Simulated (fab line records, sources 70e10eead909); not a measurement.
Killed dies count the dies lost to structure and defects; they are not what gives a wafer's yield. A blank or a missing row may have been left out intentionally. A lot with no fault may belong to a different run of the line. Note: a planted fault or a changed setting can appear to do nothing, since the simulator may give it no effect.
fab line records	flow nand-harc	part 1 of 2: steps 1 to 4 of 6
record lots=24	wafers=72	last-day=33
route steps=1302 shown P_GATE@124 P_CONTACT@232
lots that met no fault: taken from a fault-free run of the same line
start-h: hours from the record's opening day to when the first of the lot's shown wafers began	wait-h: hours from the lot's prior step to this one	" identical to the entry in the row above	L1.1+2: one row covering several wafers at once	- either no value or no given start	* or withheld: withheld	< > ~ a bound
route shown NAME@n: a module of which the file shows steps, and the number in the route of the first	usual: mean/standard deviation of fault-free wafers	same: alike in all rows	chamber/n: place in a boat	sites: the reading at each site	_std_site: the values' standard deviation	_edge_site: inner sites' mean taken away from outer sites' mean	radius-mm: how far each site lies from the wafer's centre	mask NAME#n: copy n	behind: the last tool/chamber to shape the wafer	hold: why the lot went on hold/how many hours it stayed there/how the hold came to an end	device: transistor that didn't switch, given as n, p or np	end of line: tests of these same wafers at the route's end	a step with no rows: only its recipe	killed: dies lost to structure and defects at the first sort, not the wafer's yield	map: per-die view of a wafer (x killed, . not killed, _ where there is no die)
set.NAME: the run value of the setting; set.NAME@STEP: its run value at that earlier step	model.NAME: the simulator's own value behind a step, which no gauge read
a sample of lots followed through the steps of the route, with each step as a table and each wafer as a row
services: a tool's chamber out of use, with start hour (start-h, from the record's first day; less than 0 if before it), hours out, and reason
## steps
# step NHARC_P_GATE_DESCUM_13
# recipe time-s=3	o2-flow-sccm=200	ar-flow-sccm=0	bias-power-w=0	chemistry=O2
# usual drypump-motor-current-A=5.7/0.51	oes-product-au=1.002/0.011	rf-vpp-V=57.8/0.86	showerhead-plenum-p-Torr=1.91/0.071	throttle-valve-pct=11.311/0.009
# same bias-power-w=0
lot.wafer	tool	chamber	start-h	wait-h	drypump-motor-current-A	oes-product-au	rf-hours-counter-h	rf-vpp-V	showerhead-plenum-p-Torr	throttle-valve-pct
L075.4	rie-diel-04	1	92.09	-	5.2	1.012	6.1	58.3	2.03	11.314
L075.6	"	2	"	"	6.2	1.008	-	55.8	1.98	11.317
L075.5	"	3	"	"	4.9	1.015	-	58.7	1.93	11.301
L074.1	rie-diel-04	3	92.25	-	4.9	1.005	5.9	58.7	1.93	11.329
L074.6	"	0	"	"	5.9	1.008	-	57.2	1.79	11.305
L074.5	"	1	"	"	5.2	1.008	-	58.2	2.03	11.312
L076.3	rie-diel-04	2	106.61	-	6.2	0.993	7.5	59.6	1.98	11.305
L076.4	"	3	"	"	4.9	1.013	7.1	57.6	1.93	11.313
L076.1	"	0	"	"	5.9	1.025	6.6	57.1	1.79	11.308
L077.3	rie-diel-04	0	110.66	-	6.0	1.004	6.6	58.0	1.79	11.311
L077.6	"	0	"	"	5.9	1.023	-	57.0	1.79	11.303
L077.5	"	1	"	"	5.2	1.012	-	58.8	2.03	11.296
L078.4	rie-diel-12	1	122.11	-	5.6	0.989	1.1	57.6	1.88	11.321
L078.1	"	2	"	"	5.6	0.995	0.9	57.4	1.86	11.291
L078.5	"	0	"	"	5.3	1.008	-	56.4	1.94	11.322
L079.4	rie-diel-12	2	128.82	-	5.6	1.006	1.0	57.1	1.86	11.283
L079.3	"	3	"	"	5.2	1.003	1.1	58.5	1.80	11.294
L079.6	"	1	"	"	5.7	1.004	-	57.5	1.88	11.316
L080.1	rie-diel-12	1	138.34	-	5.7	1.012	2.2	56.4	1.88	11.311
L080.5	"	0	"	"	5.3	1.017	-	57.5	1.94	11.309
L080.6	"	1	"	"	5.7	1.008	-	57.4	1.88	11.296
L081.1	rie-diel-04	0	148.96	-	5.9	1.017	8.1	58.7	1.79	11.308
L081.2	"	3	"	"	4.9	1.010	9.0	58.1	1.93	11.304
L081.5	"	1	"	"	5.2	1.010	-	59.0	2.03	11.324
L082.3	rie-diel-02	2	159.56	-	6.7	0.982	6.2	58.3	1.93	11.323
L082.1	"	3	"	"	5.9	1.001	6.7	58.4	1.85	11.309
L082.6	"	2	"	"	6.7	0.987	-	58.2	1.93	11.307
L083.3	rie-diel-04	2	173.46	-	6.2	0.998	9.4	58.8	1.98	11.312
L083.4	"	3	"	"	4.9	1.002	9.6	58.3	1.93	11.319
L083.1	"	0	"	"	5.9	1.004	8.8	56.5	1.79	11.311
L084.2	rie-diel-02	0	180.63	-	5.7	0.988	8.3	57.9	1.97	11.317
L084.1	"	1	"	"	6.1	0.995	7.7	57.8	1.89	11.309
L084.3	"	2	"	"	6.7	0.989	7.3	58.5	1.93	11.313
L085.3	rie-diel-02	1	192.87	-	6.0	1.001	8.9	57.9	1.89	11.307
L085.5	"	0	"	"	5.6	0.993	-	58.2	1.97	11.305
L085.6	"	1	"	"	6.0	0.999	-	56.8	1.89	11.312
L086.2	rie-diel-02	3	197.21	-	5.9	1.007	8.7	58.5	1.85	11.321
L086.5	"	2	"	"	6.7	0.989	-	57.5	1.93	11.300
L086.6	"	3	"	"	5.9	0.999	-	57.1	1.85	11.312
L087.4	rie-diel-12	0	209.30	-	5.3	1.010	6.3	58.3	1.94	11.301
L087.3	"	2	"	"	5.6	1.008	5.6	57.8	1.86	11.308
L087.5	"	1	"	"	5.7	1.009	-	57.9	1.88	11.315
L088.2	rie-diel-12	2	224.98	-	5.6	0.993	6.6	58.6	1.86	11.316
L088.5	"	1	"	"	5.6	1.014	-	57.1	1.88	11.318
L088.6	"	2	"	"	5.5	1.007	-	57.5	1.86	11.298
L089.2	rie-diel-04	2	229.50	-	6.2	0.997	1.5	58.9	1.98	11.308
L089.1	"	0	"	"	5.9	0.998	1.2	56.7	1.79	11.318
L089.4	"	1	"	"	5.2	0.985	1.3	58.2	2.03	11.305
L090.1	rie-diel-02	1	242.25	-	6.0	1.016	0.5	57.7	1.89	11.304
L090.2	"	2	"	"	6.7	0.990	0.6	57.0	1.93	11.317
L090.4	"	3	"	"	5.9	1.011	1.0	57.6	1.85	11.316
L091.2	rie-diel-02	0	252.12	-	5.6	0.983	2.1	56.8	1.96	11.307
L091.4	"	1	"	"	6.1	1.017	1.7	57.5	1.89	11.323
L091.3	"	2	"	"	6.7	1.006	1.4	58.7	1.93	11.312
L092.3	rie-diel-02	2	262.33	-	6.7	0.987	1.6	58.5	1.93	11.319
L092.1	"	3	"	"	5.9	1.001	2.1	58.4	1.85	11.309
L092.6	"	1	"	"	6.0	1.015	-	58.5	1.89	11.314
L093.4	rie-diel-04	2	269.68	-	6.2	1.005	3.4	57.8	1.98	11.304
L093.6	"	3	"	"	4.9	0.992	-	57.9	1.93	11.320
L093.5	"	0	"	"	6.0	1.026	-	56.9	1.79	11.328
L094.2	rie-diel-12	2	287.38	-	5.5	1.017	0.2	59.7	1.86	11.326
L094.1	"	0	"	"	5.3	0.996	0.1	57.4	1.94	11.319
L094.4	"	1	"	"	5.7	1.023	0.2	55.9	1.88	11.321
L095.1	rie-diel-04	3	287.54	-	4.9	0.999	5.0	57.5	1.93	11.319
L095.4	"	0	"	"	5.9	1.019	5.0	57.8	1.79	11.310
L095.3	"	2	"	"	6.2	1.014	4.4	57.6	1.98	11.310
L096.1	rie-diel-04	3	304.52	-	4.9	1.004	5.2	56.7	1.93	11.319
L096.3	"	0	"	"	5.9	0.999	5.2	57.5	1.79	11.311
L096.5	"	0	"	"	5.9	1.012	-	58.0	1.79	11.313
L097.3	rie-diel-04	0	317.57	-	6.0	0.994	6.2	56.1	1.79	11.309
L097.4	"	2	"	"	6.2	1.011	6.4	58.1	1.97	11.310
L097.5	"	3	"	"	4.9	0.991	-	58.0	1.93	11.290
# step NHARC_P_GATE_ALD_36
# recipe target-thk-a=200	pulse-time-s=60	ald-cycles=223	temp-c=400	material=SiNx
# usual heater-power-w=820/65	precursor-pulse-height-rel=0.999/0.02
# same pulse-time-s=60
lot.wafer	tool	chamber	start-h	wait-h	heater-power-w	precursor-pulse-height-rel
L074.1	ald-sin-03	0	111.20	-	973	0.989
L074.6	"	1	112.26	-	798	1.039
L074.5	"	2	113.33	-	736	1.025
L075.5	ald-sin-04	3	111.84	-	884	1.010
L075.6	"	1	113.24	-	786	1.008
L075.4	"	2	114.64	-	863	1.000
L076.4	ald-sin-01	1	123.18	-	778	0.952
L076.1	"	2	124.25	-	909	0.999
L076.3	"	3	125.32	-	722	1.005
L077.3	ald-sin-03	2	128.91	-	746	1.010
L077.6	"	2	133.09	-	727	1.010
L077.5	"	3	134.13	-	851	1.003
L078.1	ald-sin-04	1	139.83	-	798	1.004
L078.4	"	3	141.95	-	892	0.971
L078.5	"	1	144.08	-	813	0.985
L079.3	ald-sin-01	0	154.35	-	748	1.011
L079.4	"	1	155.41	-	789	0.991
L079.6	"	2	156.46	-	881	1.028
L080.1	ald-sin-03	0	155.67	-	968	0.982
L080.5	"	2	157.78	-	708	1.014
L080.6	"	3	158.83	-	850	0.967
L081.2	ald-sin-04	1	167.25	-	809	1.021
L081.1	"	3	169.39	-	894	0.991
L081.5	"	1	171.53	-	806	0.996
L082.3	ald-sin-01	3	181.47	-	726	0.993
L082.1	"	0	182.53	-	786	1.065
L082.6	"	1	183.59	-	746	1.003
L083.4	ald-sin-03	0	190.92	-	942	1.029
L083.1	"	2	193.07	-	792	0.999
L083.3	"	3	194.15	-	843	1.014
L084.1	ald-sin-04	2	198.21	-	909	1.038
L084.2	"	0	200.32	-	767	1.007
L084.3	"	1	201.38	-	814	0.986
L085.3	ald-sin-01	3	210.31	-	721	1.015
L085.5	"	1	212.43	-	806	0.987
L085.6	"	2	213.49	-	866	1.021
L086.2	ald-sin-03	2	216.84	-	782	0.994
L086.5	"	1	219.68	-	817	1.009
L086.6	"	2	221.10	-	805	1.009
L087.4	ald-sin-04	0	227.69	-	778	1.015
L087.3	"	2	229.78	-	896	1.035
L087.5	"	0	231.87	-	751	1.007
L088.2	ald-sin-01	3	244.87	-	701	0.993
L088.5	"	1	246.96	-	801	0.986
L088.6	"	2	248.01	-	906	1.016
L089.4	ald-sin-03	1	246.23	-	814	1.015
L089.1	"	2	247.30	-	810	1.015
L089.2	"	3	248.37	-	831	0.995
L090.4	ald-sin-01	0	259.02	-	760	0.990
L090.1	"	2	261.15	-	903	0.980
L090.2	"	3	262.21	-	695	1.003
L091.4	ald-sin-04	0	267.78	-	803	1.015
L091.2	"	1	268.83	-	758	0.984
L091.3	"	3	270.93	-	862	0.979
L092.3	ald-sin-03	2	281.26	-	783	0.982
L092.1	"	0	283.40	-	924	0.976
L092.6	"	2	285.54	-	813	1.034
L093.4	ald-sin-01	0	285.74	-	758	1.024
L093.6	"	3	288.88	-	695	1.012
L093.5	"	0	289.92	-	787	0.997
L095.1	ald-sin-04	1	303.44	-	760	0.979
L095.3	"	2	304.51	-	884	1.010
L095.4	"	3	305.58	-	889	0.987
L094.4	ald-sin-03	2	303.69	-	799	1.028
L094.2	"	0	305.74	-	949	1.013
L094.1	"	1	306.76	-	793	0.999
L096.1	ald-sin-01	2	327.08	-	909	0.988
L096.3	"	3	328.14	-	676	0.948
L096.5	"	1	330.24	-	789	0.980
L097.4	ald-sin-03	0	333.72	-	903	0.989
L097.3	"	1	334.76	-	792	0.999
L097.5	"	3	336.86	-	847	0.965
# step NHARC_P_GATE_DESCUM_48
# recipe time-s=3	o2-flow-sccm=200	ar-flow-sccm=0	bias-power-w=0	chemistry=O2
# usual drypump-motor-current-A=5.7/0.5	oes-product-au=1.002/0.011	rf-vpp-V=57.8/0.95	showerhead-plenum-p-Torr=1.90/0.067	throttle-valve-pct=11.310/0.0085
# same bias-power-w=0
lot.wafer	tool	chamber	start-h	wait-h	drypump-motor-current-A	oes-product-au	rf-hours-counter-h	rf-vpp-V	showerhead-plenum-p-Torr	throttle-valve-pct
L074.1	rie-diel-04	2	118.80	-	6.2	1.001	8.0	57.6	1.98	11.310
L074.6	"	0	"	"	6.0	1.018	-	57.8	1.79	11.316
L074.5	"	1	"	"	5.2	1.001	-	58.1	2.03	11.318
L075.4	rie-diel-02	2	120.27	-	6.7	0.996	4.6	57.0	1.93	11.315
L075.6	"	1	"	"	6.1	1.005	-	58.7	1.89	11.320
L075.5	"	2	"	"	6.7	0.993	-	56.6	1.93	11.312
L076.3	rie-diel-02	2	133.81	-	6.7	0.989	5.2	57.9	1.93	11.326
L076.1	"	3	"	"	5.9	1.012	5.2	57.9	1.85	11.300
L076.4	"	0	"	"	5.6	0.989	5.1	58.5	1.97	11.310
L077.3	rie-diel-04	1	139.52	-	5.2	0.997	7.8	57.8	2.03	11.340
L077.6	"	1	"	"	5.1	1.001	-	58.2	2.03	11.294
L077.5	"	2	"	"	6.2	0.985	-	58.7	1.98	11.312
L078.4	rie-diel-02	0	149.48	-	5.6	1.008	6.5	60.7	1.97	11.312
L078.1	"	2	"	"	6.7	0.991	6.1	58.9	1.93	11.321
L078.5	"	0	"	"	5.6	1.000	-	58.7	1.97	11.308
L079.4	rie-diel-12	1	163.08	-	5.7	1.011	4.7	57.6	1.88	11.310
L079.3	"	0	"	"	5.3	1.014	3.8	57.6	1.94	11.313
L079.6	"	2	"	"	5.6	1.014	-	58.7	1.86	11.316
L080.1	rie-diel-02	3	164.26	-	5.9	1.004	6.9	59.1	1.85	11.316
L080.5	"	1	"	"	6.1	1.010	-	57.2	1.89	11.311
L080.6	"	2	"	"	6.7	0.991	-	57.1	1.93	11.305
L081.2	rie-diel-12	1	176.96	-	5.6	1.014	4.9	58.0	1.88	11.306
L081.1	"	2	"	"	5.6	1.006	4.0	55.9	1.86	11.295
L081.5	"	2	"	"	5.6	1.004	-	56.9	1.86	11.309
L082.3	rie-diel-12	3	189.94	-	5.2	1.010	3.8	56.5	1.80	11.311
L082.1	"	0	"	"	5.3	1.004	4.4	58.6	1.94	11.319
L082.6	"	0	"	"	5.3	1.007	-	58.8	1.94	11.312
L083.1	rie-diel-04	3	201.76	-	4.9	1.004	0.4	59.0	1.93	11.315
L083.3	"	0	"	"	5.9	1.010	0.4	57.0	1.79	11.306
L083.4	"	1	"	"	5.2	1.001	0.2	58.9	2.03	11.319
L084.2	rie-diel-02	2	208.92	-	6.7	0.995	9.4	56.7	1.93	11.313
L084.1	"	3	"	"	5.9	1.016	9.5	57.9	1.85	11.302
L084.3	"	1	"	"	6.0	1.015	10.2	57.1	1.89	11.323
L085.3	rie-diel-12	3	218.91	-	5.2	1.005	5.7	58.0	1.80	11.319
L085.5	"	2	"	"	5.6	1.004	-	58.6	1.86	11.311
L085.6	"	3	"	"	5.2	1.001	-	56.0	1.80	11.324
L086.2	rie-diel-12	2	226.90	-	5.5	1.006	6.7	56.3	1.86	11.307
L086.5	"	0	"	"	5.3	1.011	-	59.7	1.94	11.320
L086.6	"	1	"	"	5.7	0.994	-	58.6	1.88	11.305
L087.4	rie-diel-02	2	237.14	-	6.7	0.998	0.3	59.2	1.93	11.303
L087.3	"	1	"	"	6.1	1.021	0.3	58.8	1.89	11.291
L087.5	"	3	"	"	5.9	1.009	-	56.6	1.85	11.299
L088.2	rie-diel-12	3	253.41	-	5.2	0.996	9.5	56.4	1.80	11.309
L088.6	"	2	"	"	5.6	1.005	-	57.4	1.86	11.305
L088.5	"	3	"	"	5.2	1.007	-	56.1	1.80	11.321
L089.2	rie-diel-04	0	257.01	-	5.9	1.005	2.5	55.3	1.79	11.321
L089.4	"	2	"	"	6.2	1.003	2.4	58.1	1.98	11.292
L089.1	"	3	"	"	4.9	0.987	2.7	57.6	1.93	11.312
L090.4	rie-diel-02	2	269.74	-	6.7	1.005	2.5	56.4	1.93	11.320
L090.1	"	0	"	"	5.6	0.985	2.9	57.9	1.96	11.320
L090.2	"	1	"	"	6.0	1.018	2.4	58.1	1.89	11.322
L091.2	rie-diel-02	1	278.44	-	6.0	1.027	2.8	58.3	1.89	11.302
L091.3	"	2	"	"	6.7	0.996	3.0	57.2	1.93	11.307
L091.4	"	3	"	"	5.9	1.016	3.5	56.5	1.85	11.307
L092.1	rie-diel-04	2	290.84	-	6.2	1.011	4.4	58.5	1.98	11.307
L092.3	"	3	"	"	4.9	0.998	5.0	58.7	1.93	11.310
L092.6	"	1	"	"	5.2	0.992	-	57.9	2.03	11.313
L093.4	rie-diel-12	1	295.32	-	5.7	1.004	0.3	58.4	1.88	11.314
L093.6	"	1	"	"	5.6	1.016	-	57.0	1.88	11.317
L093.5	"	2	"	"	5.6	1.012	-	58.9	1.86	11.293
L094.1	rie-diel-02	3	314.19	-	5.9	1.013	5.3	57.4	1.85	11.304
L094.4	"	0	"	"	5.6	0.970	4.9	57.9	1.96	11.314
L094.2	"	1	"	"	6.1	1.000	4.5	58.0	1.89	11.313
L095.3	rie-diel-12	0	314.36	-	5.3	0.987	0.9	58.1	1.94	11.321
L095.4	"	1	"	"	5.6	1.007	0.9	57.7	1.88	11.301
L095.1	"	2	"	"	5.6	1.019	1.5	57.6	1.86	11.322
L096.3	rie-diel-04	0	335.65	-	5.9	0.993	6.7	57.8	1.79	11.312
L096.1	"	2	"	"	6.2	0.998	6.9	58.6	1.97	11.309
L096.5	"	1	"	"	5.2	0.988	-	58.4	2.03	11.299
L097.3	rie-diel-04	3	343.17	-	4.9	0.993	7.3	57.4	1.93	11.318
L097.4	"	2	"	"	6.2	1.002	7.4	58.8	1.97	11.321
L097.5	"	3	"	"	4.9	0.983	-	56.2	1.93	11.306
# step NHARC_P_GATE_STRIP_75
# recipe power-w=1500	temp-c=250	chemistry=O2
# usual drypump-motor-current-A=5.7/0.46	heater-power-w=320/27	rf-refl-power-W=28/7.4
lot.wafer	tool	chamber	start-h	wait-h	drypump-motor-current-A	heater-power-w	rf-hours-counter-h	rf-refl-power-W
L074.1	plasma-asher-01	0	119.46	0.2	5.6	321	25	23
L074.5	"	0	"	"	5.6	311	-	23
L074.6	"	1	"	"	5.1	292	-	27
L075.4	plasma-asher-02	0	120.95	0.2	6.1	316	-	42
L075.6	"	0	"	"	6.1	325	-	42
L075.5	"	1	"	"	6.2	384	-	22
L076.1	plasma-asher-02	1	134.48	0.3	6.2	372	10	23
L076.4	"	1	"	"	6.2	374	-	23
L076.3	"	0	"	"	6.1	313	-	41
L077.3	plasma-asher-02	1	140.22	0.2	6.2	376	-	23
L077.6	"	1	"	"	6.2	363	-	22
L077.5	"	0	"	"	6.1	309	-	42
L078.1	plasma-asher-01	0	150.16	0.3	5.6	321	31	23
L078.4	"	0	"	"	5.6	316	-	23
L078.5	"	0	"	"	5.6	311	-	23
L079.3	plasma-asher-01	1	163.98	0.2	5.1	291	-	25
L079.4	"	0	"	"	5.6	307	-	22
L079.6	"	0	"	"	5.6	307	-	23
L080.1	plasma-asher-01	0	164.91	0.3	5.7	312	35	23
L080.5	"	0	"	"	5.7	313	-	23
L080.6	"	1	"	"	5.1	291	-	28
L081.2	plasma-asher-02	1	177.63	0.3	6.2	366	22	23
L081.1	"	0	"	"	6.1	319	22	43
L081.5	"	1	"	"	6.2	376	-	23
L082.1	plasma-asher-02	0	190.62	0.2	6.2	315	24	42
L082.3	"	1	"	"	6.2	373	-	23
L082.6	"	0	"	"	6.2	327	-	40
L083.1	plasma-asher-01	0	202.42	0.2	5.6	304	5	23
L083.4	"	0	"	"	5.6	303	-	23
L083.3	"	1	"	"	5.1	305	-	27
L084.1	plasma-asher-01	1	209.59	0.2	5.1	302	6	27
L084.2	"	0	"	"	5.6	306	6	23
L084.3	"	1	"	"	5.1	308	-	27
L085.3	plasma-asher-01	1	219.59	0.2	5.0	306	-	27
L085.5	"	1	"	"	5.0	308	-	28
L085.6	"	0	"	"	5.7	307	-	23
L086.2	plasma-asher-02	0	227.54	0.2	6.2	330	31	41
L086.6	"	0	"	"	6.1	320	-	42
L086.5	"	1	"	"	6.2	365	-	23
L087.3	plasma-asher-01	0	237.84	0.2	5.6	302	-	23
L087.4	"	1	"	"	5.0	300	-	27
L087.5	"	1	"	"	5.0	307	-	27
L088.2	plasma-asher-01	1	254.07	0.3	5.1	300	16	27
L088.6	"	1	"	"	5.1	306	-	26
L088.5	"	0	"	"	5.6	318	-	23
L089.1	plasma-asher-01	1	258.20	0.2	5.1	306	18	26
L089.2	"	0	"	"	5.6	300	18	23
L089.4	"	1	"	"	5.1	305	-	27
L090.2	plasma-asher-01	0	270.42	0.3	5.6	300	21	22
L090.1	"	1	"	"	5.0	299	21	27
L090.4	"	0	"	"	5.6	298	-	23
L091.2	plasma-asher-01	1	279.11	0.2	5.0	312	23	28
L091.4	"	0	"	"	5.7	315	-	24
L091.3	"	1	"	"	5.0	302	-	27
L092.1	plasma-asher-02	1	291.50	0.2	6.2	366	6	22
L092.3	"	0	"	"	6.2	321	-	43
L092.6	"	0	"	"	6.2	327	-	43
L093.4	plasma-asher-02	1	296.01	0.2	6.2	363	-	23
L093.5	"	1	"	"	6.2	359	-	23
L093.6	"	0	"	"	6.1	314	-	43
L094.2	plasma-asher-01	1	314.85	0.2	5.1	303	29	27
L094.1	"	0	"	"	5.6	299	29	23
L094.4	"	0	"	"	5.6	306	-	23
L095.1	plasma-asher-02	1	315.03	0.3	6.2	369	9	22
L095.3	"	1	"	"	6.2	366	-	23
L095.4	"	0	"	"	6.1	316	-	42
L096.1	plasma-asher-01	0	336.33	0.2	5.6	305	33	23
L096.3	"	0	"	"	5.6	309	-	23
L096.5	"	1	"	"	5.1	313	-	28
L097.4	plasma-asher-02	0	343.87	0.2	6.1	318	-	42
L097.3	"	1	"	"	6.2	364	-	23
L097.5	"	0	"	"	6.1	315	-	42
